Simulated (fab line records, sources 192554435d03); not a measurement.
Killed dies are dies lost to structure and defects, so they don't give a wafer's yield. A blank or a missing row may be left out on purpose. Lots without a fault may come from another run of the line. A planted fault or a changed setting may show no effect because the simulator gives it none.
A struck lot beside a sound one | flow n5_finfet | 37 steps out of a route of 1938
Sound: wafers L461.3, L461.4, L461.6. Struck: wafers L473.3, L473.4, L473.6. The cause comes at the end.
At each step with rows: each side's tool, then ch and its chambers, then its first start. Under that, the readings that differ: sound wafers | struck wafers | difference of the means | sigmas: that difference in standard deviations of wafers without a fault.
alike: readings whose means differ by less than 2 such deviations, and words and numbers that are the same on both sides. not compared: withheld readings, readings that some wafer has no value for, bounds like >300 that may hide the same value, and numbers for which the record gives no deviation and whose values overlap.
The two part at a step that has a row with sigmas, a row that says differs or no value, or rows on one side only. Numbers that don't overlap but have no deviation are shown without sigmas and don't part them. A reading that every wafer of one side lacks parts them only if that side has two wafers or more.

first, 10 steps without rows for these wafers: N5_PMOS_HMC_CHANNEL_EPI_DESCUM_14 (chemistry O2, time 7.9 s); N5_PMOS_HMC_CHANNEL_EPI_ETCH_32 (etches BARC in N2/H2, stops on SiO2, target depth 85.8 nm, time 50.3 s); N5_PMOS_HMC_CHANNEL_EPI_HM_OPEN_15 (chemistry CHF3/O2, target SiO2, target depth 40.6 nm, time 20.3 s); N5_PMOS_HMC_CHANNEL_EPI_STRIP_33 (strips in N2/H2); N5_PMOS_HMC_CHANNEL_EPI_STRIP_17 (strips in SPM, time 750 s); N5_PMOS_HMC_CHANNEL_EPI_ETCH_38 (etches SiO2 in CF4, target depth 1.5 nm); N5_PMOS_HMC_CHANNEL_EPI_FIN_RECESS_16 (chemistry HBr/Cl2, target Si, target depth 54 nm, time 18 s); N5_PMOS_HMC_CHANNEL_EPI_PRECLEAN_36 (cleans in O3/DIW, time 45 s); N5_PMOS_HMC_CHANNEL_EPI_PRECLEAN_18 (cleans in DHF, time 30 s); N5_PMOS_HMC_CHANNEL_EPI_SRD_19 (time 30 s).
N5_PMOS_HMC_CHANNEL_EPI_EPI_20: deposits SiGe30, target thk 59 nm.
  sound on epi_rpcvd-01 ch 0, day 2 00:53; struck on epi_rpcvd-01 ch 0, day 5 00:34
then, 24 steps without rows for these wafers: N5_PMOS_HMC_CHANNEL_EPI_HM_STRIP_35 (strips SiO2 in dHF, material SiO2, target depth 39.6 nm, time 216 s); N5_PMOS_HMC_CHANNEL_EPI_SRD_39 (time 30 s); N5_PMOS_HMC_CHANNEL_EPI_CMP_21 (polishes SiGe30, target thk 54 nm); N5_PMOS_HMC_CHANNEL_EPI_PRECLEAN_40 (cleans in DHF, time 30 s); N5_PMOS_HMC_CHANNEL_EPI_PRECLEAN_37 (cleans in O3/DIW, time 45 s); N5_PMOS_HMC_CHANNEL_EPI_PRECLEAN_24 (cleans in DHF, time 30 s); N5_PMOS_HMC_CHANNEL_EPI_SRD_25 (time 30 s); N5_PMOS_HMC_CHANNEL_EPI_EPI_26 (deposits Si from SiH4/H2, target thk 3.8 nm, time 22.7 s); N5_FIN_SAQP_PRECLEAN_42 (cleans in O3/DIW, time 60 s); N5_FIN_SAQP_PRECLEAN_00 (cleans in SC1, time 60 s); N5_FIN_SAQP_PRECLEAN_44 (cleans in SC2, time 45 s); N5_FIN_SAQP_SRD_01 (time 30 s); N5_FIN_SAQP_ALD_61 (deposits SiO2, target thk 4 nm, pulse time 1 s, purge time 2 s); N5_FIN_SAQP_DENSIFY_62 (time 60 s); N5_FIN_SAQP_HM_DEP_03 (deposits SiNx from SiH4/NH3/N2, target thk 38 nm, time 33.6 s); N5_FIN_SAQP_PECVD_47 (deposits a-Si from SiH4/He, target thk 45 nm, time 36.3 s); N5_FIN_SAQP_PECVD_48 (deposits SiNx from SiH4/NH3/N2, target thk 25 nm, time 22.1 s); N5_FIN_SAQP_PECVD_06 (deposits a-Si from SiH4/He, target thk 60 nm, time 48.1 s); N5_FIN_SAQP_HM_DEP_72 (deposits SiO2 from SiH4/N2O, target thk 12 nm, time 7.2 s); N5_FIN_SAQP_COAT_49 (time 60 s, resist thk 100 nm); N5_FIN_SAQP_COAT_50 (time 60 s, resist thk 35 nm); N5_FIN_SAQP_COAT_10 (resist thk 90 nm); N5_FIN_SAQP_EBR_12; N5_FIN_SAQP_SOFTBAKE_11 (time 60 s).
-- the record jumps here: 7 days lie between the struck wafers' starts before and after (it left off in module FIN_SAQP and takes up again in module BEOL_M4, whose first step shown is number 1111 of the route) --
N5_BEOL_M4_RC_MEAS_101:
  sound on prober-01 ch 0, day 8 16:16; struck on prober-02 ch 0, day 12 11:06
  reading             | sound                   | struck                    | difference | sigmas
  IOFF_P (nA/um)      | 0.181 0.203 0.213       | 0.276 0.284 0.283         | +0.082     | +3
  IOFF_P_85C (nA/um)  | 3.2 3.6 3.7             | 4.7 4.8 4.8               | +1.3       | +3
  IOFF_P_LIN (nA/um)  | 0.085 0.093 0.096       | 0.132 0.134 0.132         | +0.041     | +4
  IOFF_P_LONG (nA/um) | 9.3e-05 9.3e-05 9.1e-05 | 0.000136 0.000134 0.00013 | +0.000041  | +5
  ION_P (uA/um)       | 457 468 459             | 477 476 478               | +16        | +2
  VT_P (mV)           | -252.3 -250.9 -252.9    | -240.2 -242.9 -242.1      | +10.3      | +3
  VT_P_LONG (mV)      | -278.3 -278.8 -280.4    | -266.8 -266.1 -266.7      | +12.6      | +5
  VT_P_LVT (mV)       | -101 -100 -99           | -92 -91 -91               | +9         | +3
  alike: DIBL_N, DIBL_P, IOFF_N, ION_N, SS_N, SS_P, VT_N
-- the record jumps here: 4 days lie between the struck wafers' starts before and after (it left off in module BEOL_M4 and takes up again in module PASSIVATION, whose first step shown is number 1936 of the route) --
N5_PASSIVATION_PROBE_49:
  the record has rows for the struck wafers here (prober-01, day 16 14:04) and none for the sound ones

WHERE THEY PART
First at N5_BEOL_M4_RC_MEAS_101; last, within this record, at N5_PASSIVATION_PROBE_49.

WHY: what the simulator had put in
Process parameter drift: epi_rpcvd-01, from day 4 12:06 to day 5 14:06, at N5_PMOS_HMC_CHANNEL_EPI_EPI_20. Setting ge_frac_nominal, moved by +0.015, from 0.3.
